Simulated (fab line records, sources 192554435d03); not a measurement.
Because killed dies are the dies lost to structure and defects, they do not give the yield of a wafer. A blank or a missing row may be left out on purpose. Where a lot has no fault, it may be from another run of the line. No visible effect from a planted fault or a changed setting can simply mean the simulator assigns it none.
Which tool did it? ; flow n5-finfet ; 9 lots, 26 wafers sampled, at 3 steps of a route of 1938

== WHAT THE GAUGES READ, wafer by wafer ==
N5_MOL_CONTACT_COAG_INSPECT_42: inspects for defects (brightfield).
lot;measured;on;raw-defect-count
L302;day 5 03:41;defect-inspect-02;175 156 196
L303;day 5 13:23;defect-inspect-01;216 285 256
L305;day 6 04:07;defect-inspect-01;185 191
L307;day 6 08:24;defect-inspect-02;196 229 152
L312;day 7 13:05;defect-inspect-01;1450 274 1485
L321;day 9 23:51;defect-inspect-01;194 141 212
L323;day 10 06:41;defect-inspect-02;208 151 138
L324;day 10 14:47;defect-inspect-01;125 156 195
L325;day 11 03:11;defect-inspect-02;198 218 210

== WHICH TOOL RAN EACH LOT (tool, then ch and the chambers of the sampled wafers, then the start) ==
lot;N5_MOL_CONTACT_COAG_DESCUM_88;N5_MOL_CONTACT_COAG_STRIP_119
L302;rie-diel-05 ch 1,2,3, day 5 02:09;plasma-asher-01 ch 0,1, day 5 03:01
L303;rie-diel-02 ch 0,3, day 5 11:49;plasma-asher-02 ch 0,1, day 5 12:43
L305;rie-diel-02 ch 0,1, day 6 02:47;plasma-asher-02 ch 0,1, day 6 03:34
L307;rie-diel-05 ch 0,3, day 6 07:11;plasma-asher-01 ch 0,1, day 6 07:50
L312;rie-diel-05 ch 0,1,3, day 7 11:52;plasma-asher-02 ch 0,1, day 7 12:32
L321;rie-diel-05 ch 0,3, day 9 22:36;plasma-asher-01 ch 1, day 9 23:16
L323;rie-diel-06 ch 0,1,2, day 10 05:18;plasma-asher-01 ch 0,1, day 10 05:58
L324;rie-diel-05 ch 1,2,3, day 10 13:29;plasma-asher-01 ch 0,1, day 10 14:10
L325;rie-diel-05 ch 0,2, day 11 01:50;plasma-asher-01 ch 0,1, day 11 02:30
- N5_MOL_CONTACT_COAG_DESCUM_88: chemistry O2, time 7 s.
- N5_MOL_CONTACT_COAG_STRIP_119: strips in N2/H2, time 30 s.

== THE ANSWER, worked out from the rows above alone ==
Rule: the usual values come from the lots themselves. The widest of any qualifying gaps counts: lots, ordered by their means at a reading, are off when they make up no more than a third of the lots, leave a main group of 4 or more, and stand apart from it by 3 or more times the standard deviation of that group's means. A main group whose means are all the same, to the digits that the tables above print for the reading, isn't used. A lot without any number at a reading at which 4 lots or more have one is off too. Any other lot the step has rows for is counted as sound.
Off, at N5_MOL_CONTACT_COAG_INSPECT_42 on raw-defect-count: L312. For the main group the mean is 190 and the standard deviation 28.
If a tool, at a process step before that reading, ran all the lots that are off and no sound lot after the first of them, it fits. The gauges at N5_MOL_CONTACT_COAG_INSPECT_42 are tried like those tools. One fits: N5_MOL_CONTACT_COAG_STRIP_119 on plasma-asher-02. Its last sound lot is L305 (day 6 03:34), its first lot that is off L312 (day 7 12:32): a fault that began between those two fits.

== WHAT HAD BEEN PUT IN BY THE SIMULATOR ==
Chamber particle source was plasma-asher-02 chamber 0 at N5_MOL_CONTACT_COAG_STRIP_119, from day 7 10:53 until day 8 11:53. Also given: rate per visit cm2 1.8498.
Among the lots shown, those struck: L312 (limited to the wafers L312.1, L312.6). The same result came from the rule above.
